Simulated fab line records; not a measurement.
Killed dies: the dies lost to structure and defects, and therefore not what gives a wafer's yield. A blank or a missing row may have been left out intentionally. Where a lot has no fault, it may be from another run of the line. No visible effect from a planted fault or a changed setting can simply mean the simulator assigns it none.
Comparing a struck lot with a sound one ; flow n5 finfet ; 37 out of 1938 route steps
Sound: the wafers L683.1, L683.2, L683.6. Struck: wafer L675.2. At the end, the cause is stated.
For every step that has rows: the tool of each side, followed by ch and its chambers, followed by its first start. Under that, the readings that differ: sound wafers ; struck wafers ; difference of the means ; sigmas: that difference in standard deviations of wafers without a fault.
alike: readings whose means differ by less than 2 such deviations, and words and numbers that are the same on both sides. not compared: withheld readings, readings that some wafer has no value for, bounds like >300 that may hide the same value, and numbers for which the record gives no deviation and whose values overlap.
The two part at a step that has a row with sigmas, a row that says differs or no value, or rows on one side only. Numbers that have no deviation but don't overlap get no sigmas and don't part them. A reading that every wafer of one side lacks parts them only if that side has two wafers or more.

first, 9 steps without rows for these wafers: N5_BEOL_M4_ANNEAL_95 (time 240 s); N5_BEOL_M4_SPUTTER_96 (material Cu, target thk 4.5 nm, time 8.29 s); N5_BEOL_M4_ECD_50 (material Cu, target thk 300 nm); N5_BEOL_M4_ANNEAL_51 (time 90 s); N5_BEOL_M4_CMP_52 (polishes, stops on SiOC, t overpolish 6.8 s, target thk 40 nm); N5_BEOL_M4_PRE_CLEAN_60 (time 15 s); N5_BEOL_M4_CO_CAP_55 (material Co, precursor CCTBA/H2, target thk 2 nm, time 102.1 s); N5_BEOL_M4_PRE_CLEAN_56 (time 15 s); N5_BEOL_M4_DEP_57 (deposits SiCN from 3MS/NH3, target thk 8 nm, time 14 s).
N5_BEOL_M4_RC_MEAS_101:
  sound on prober-02 ch 0, day 11 09:36; struck on prober-02 ch 0, day 9 00:56
  alike: DIBL_N, DIBL_P, IOFF_N, IOFF_P, ION_N, ION_P, SS_N, SS_P, VT_N, VT_P
then, 24 steps without rows for these wafers: N5_BEOL_M5_ILD_DEP_00 (deposits SiCOH lowk from DEMS/porogen, target thk 140.64 nm, time 25.9 s); N5_BEOL_M5_CURE_79 (cures SiCOH lowk, time 240 s); N5_BEOL_M5_PECVD_70 (deposits SiO2 from TEOS/O2, target thk 16 nm, time 18 s); N5_BEOL_M5_HM_DEP_02 (deposits TiN, target thk 20 nm); N5_BEOL_M5_COAT_59 (time 60 s, resist thk 60 nm); N5_BEOL_M5_COAT_60 (time 60 s, resist thk 12 nm); N5_BEOL_M5_COAT_71 (time 60 s, resist thk 5 nm); N5_BEOL_M5_COAT_05 (resist thk 30 nm); N5_BEOL_M5_EBR_07; N5_BEOL_M5_SOFTBAKE_06 (time 60 s); N5_BEOL_M5_EXPOSE_08 (exposes mask M5, target cd 28 nm); N5_BEOL_M5_PEB_09 (peb time 60 s); N5_BEOL_M5_DEVELOP_10 (develop time 30 s); N5_BEOL_M5_DESCUM_16 (chemistry O2, time 7 s); N5_BEOL_M5_ETCH_72 (etches underlayer in N2/H2, target depth 6.5 nm, time 5.2 s); N5_BEOL_M5_ETCH_61 (etches SiARC in CF4, target depth 15.6 nm, time 26 s); N5_BEOL_M5_ETCH_62 (etches SOC in N2/H2, target depth 75 nm, overetch 15 nm, time 112.5 s); N5_BEOL_M5_STRIP_63 (strips in N2/H2); N5_BEOL_M5_STRIP_73 (strips in N2/H2); N5_BEOL_M5_STRIP_64 (strips in CF4); N5_BEOL_M5_HM_OPEN_17 (chemistry Cl2/BCl3, target TiN, target depth 20 nm, overetch 6 nm); N5_BEOL_M5_STRIP_19 (strips in O2); N5_BEOL_M5_COAT_65 (time 60 s, resist thk 60 nm); N5_BEOL_M5_COAT_66 (time 60 s, resist thk 12 nm).
-- here the record skips 3 days between the struck wafers' starts before and after, leaving off in module BEOL_M5 and picking up in module BEOL_M12 (first step shown: number 1653 of the route) --
N5_BEOL_M12_CMP_49: polishes, stops on SiOC, t overpolish 20.6 s, target thk 320 nm.
  sound on cmp-02 ch 1,2, day 14 09:18; struck on cmp-01 ch 2, day 12 05:17
reading;sound;struck;difference;sigmas
barrier field endpoint s (s);29.1 29.7 29.7;59.4;+29.9;+39
overpolish run s (s);20.599 20.611 20.598;6.829;-13.774;-99 or more
  alike: motor current A
N5_BEOL_M12_THK_MEAS_50: measures by xrf.
  sound on film metro-01 at day 14 09:34; struck on film metro-01 at day 12 05:28
reading;sound;struck;difference;sigmas
M12_THK (nm);321 327 321;617;+294;+47
N5_PASSIVATION_PROBE_49:
  sound on prober-01 at day 15 19:22; struck on prober-02 at day 14 01:32
reading;sound;struck;difference;sigmas
defect limited yield (%);91.9 92.1 92.9;0;-92;-54
killed_at_M0_to_M3;32 33 23;98;+69;+6
killed_at_M4_up;11 3 12;989;+980;+99 or more
killed at front end;38 40 32;70;+33;+3
killed dies;95 93 84;1180;+1089;+54
killed on rim;10 13 10;152;+141;+33
killed open;58 64 54;112;+53;+4
sort_bin_5_function (%);4.8 4.5 3.6;11.0;+6.7;+6
sort_bin_6_memory (%);2.8 3.1 3.2;5.8;+2.8;+4
sort n pass;1085 1087 1096;0;-1089;-54
sort yield pct (%);91.9 92.1 92.9;0;-92;-54
  alike: killed at contacts, killed at other, killed short

## WHERE THEY PART
Earliest at N5_BEOL_M12_CMP_49; latest, in this record, at N5_PASSIVATION_PROBE_49.

WHY: what the simulator had put in
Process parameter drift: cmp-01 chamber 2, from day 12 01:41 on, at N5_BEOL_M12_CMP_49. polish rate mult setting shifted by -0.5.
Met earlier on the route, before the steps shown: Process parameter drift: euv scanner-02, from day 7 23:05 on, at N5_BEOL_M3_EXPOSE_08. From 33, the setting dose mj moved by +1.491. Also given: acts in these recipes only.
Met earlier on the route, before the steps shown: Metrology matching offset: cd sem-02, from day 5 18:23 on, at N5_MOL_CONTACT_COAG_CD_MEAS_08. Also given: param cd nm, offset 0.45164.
